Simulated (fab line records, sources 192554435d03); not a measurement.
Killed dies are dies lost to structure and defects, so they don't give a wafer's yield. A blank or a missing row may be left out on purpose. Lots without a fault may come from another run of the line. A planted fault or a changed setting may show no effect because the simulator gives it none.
Split-lot experiment | flow n5_finfet | 7 lots, 21 wafers read, on a route of 1938 steps

THE SPLIT
At N5_PMOS_HMC_CHANNEL_EPI_PEB_07 (peb time 60 s), the setting peb_temp_c was moved away from the recipe's 110 C on 8 of the 21 wafers read, by -2.9% to +2.9%. The other wafers ran this setting at the recipe's value.

FROM THE SPLIT TO THE READING: what the file shows between them, 1 step
- N5_PMOS_HMC_CHANNEL_EPI_DEVELOP_08: develop time 30 s (also split here: develop_time_s)

THE READING
cd_nm, in nm, at N5_PMOS_HMC_CHANNEL_EPI_CD_MEAS_09 (target cd 237.4 nm). Fault-free wafers of this fab line usually give 237.6 nm, standard deviation 0.87 nm.

wafer  | tool, chamber at the split | peb_temp_c as run, C | against the recipe | cd_nm, nm | against lot-mates on the recipe
L077.1 | litho_track-01, 0          | 110                  | recipe             | 236.7     | -
L077.2 | litho_track-01, 0          | 110                  | recipe             | 237.5     | -
L077.6 | litho_track-01, 0          | 110                  | recipe             | 236.9     | -
L080.1 | litho_track-01, 0          | 110                  | recipe             | 236.7     | -
L080.3 | litho_track-01, 0          | 112.4                | +2.2%              | 242.3     | +5.6
L080.4 | litho_track-01, 0          | 112.4                | +2.2%              | 243.6     | +6.9
L081.1 | litho_track-05, 0          | 110                  | recipe             | 237.9     | -
L081.4 | litho_track-05, 0          | 110                  | recipe             | 237.7     | -
L081.6 | litho_track-05, 0          | 107.3                | -2.5%              | 229.5     | -8.3
L086.1 | litho_track-04, 0          | 106.8                | -2.9%              | 228.8     | no lot-mate on the recipe
L086.3 | litho_track-04, 0          | 106.8                | -2.9%              | 227.6     | no lot-mate on the recipe
L086.5 | litho_track-04, 0          | 106.8                | -2.9%              | 227.2     | no lot-mate on the recipe
L090.2 | litho_track-01, 0          | 113.2                | +2.9%              | 248.8     | +9.5
L090.3 | litho_track-01, 0          | 113.2                | +2.9%              | 247.5     | +8.2
L090.5 | litho_track-01, 0          | 110                  | recipe             | 239.3     | -
L092.2 | litho_track-04, 0          | 110                  | recipe             | 238.2     | -
L092.4 | litho_track-04, 0          | 110                  | recipe             | 237.0     | -
L092.6 | litho_track-04, 0          | 110                  | recipe             | 238.5     | -
L096.1 | litho_track-04, 0          | 110                  | recipe             | 237.4     | -
L096.2 | litho_track-04, 0          | 110                  | recipe             | 238.0     | -
L096.6 | litho_track-04, 0          | 110                  | recipe             | 238.0     | -

THE FIT
A straight line over all 21 wafers: cd_nm changes by +3.28 nm for each +1% of peb_temp_c; r = +0.99; the points scatter about the line by 0.99 nm.
The same after taking each lot's own level away (the mean of its wafers on the recipe; 18 wafers): +3.08 nm for each +1%; r = +0.99; scatter 0.52 nm.
On that fit, the largest move of peb_temp_c shifts the reading by 9 nm.
The lots' own levels span 236.70 to 239.30 nm, that is 3.0 times the standard deviation above.
So the lot-to-lot level changes the slope little: the two slopes agree.
Check: with one of the wafers moved furthest among these (+2.9%) left out of the fit, the line predicts +8.61 nm for it against its lot-mates. It came out at +9.5 nm against them.

OTHER SPLITS ON THESE WAFERS
These wafers also went through other splits before the reading. Each is held against what the fit with the lots' levels taken away leaves over:
other split on the same wafers                    | wafers away from the commonest value | r with cd_nm (lot level and that fit taken away)
N5_WELL_APT_PEB_06 peb_time_s                     | 6                                    | -0.28
N5_WELL_APT_DESCUM_13 time_s                      | 5                                    | +0.35
N5_PMOS_HMC_CHANNEL_EPI_DEVELOP_08 develop_time_s | 4                                    | +0.08

THE WHOLE CHAIN: every reading that the file lists as answering this split, in the file's order
step                               | what it does             | reading                                                                     | change (the file's fit)              | r (the file's)
N5_PMOS_HMC_CHANNEL_EPI_CD_MEAS_09 | target cd 237.4 nm       | cd_nm                                                                       | +3.11 nm for each +1% of the setting | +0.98
N5_PMOS_HMC_CHANNEL_EPI_DESCUM_14  | chemistry O2, time 7.9 s | PMOS_HMC_CHANNEL_EPI.cd_nm (the simulator's own value, which no gauge read) | +2.97 nm for each +1% of the setting | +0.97

THE FILE'S OWN FIT
cd_nm changes by +3.11 nm for each +1% of peb_temp_c, r = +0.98.
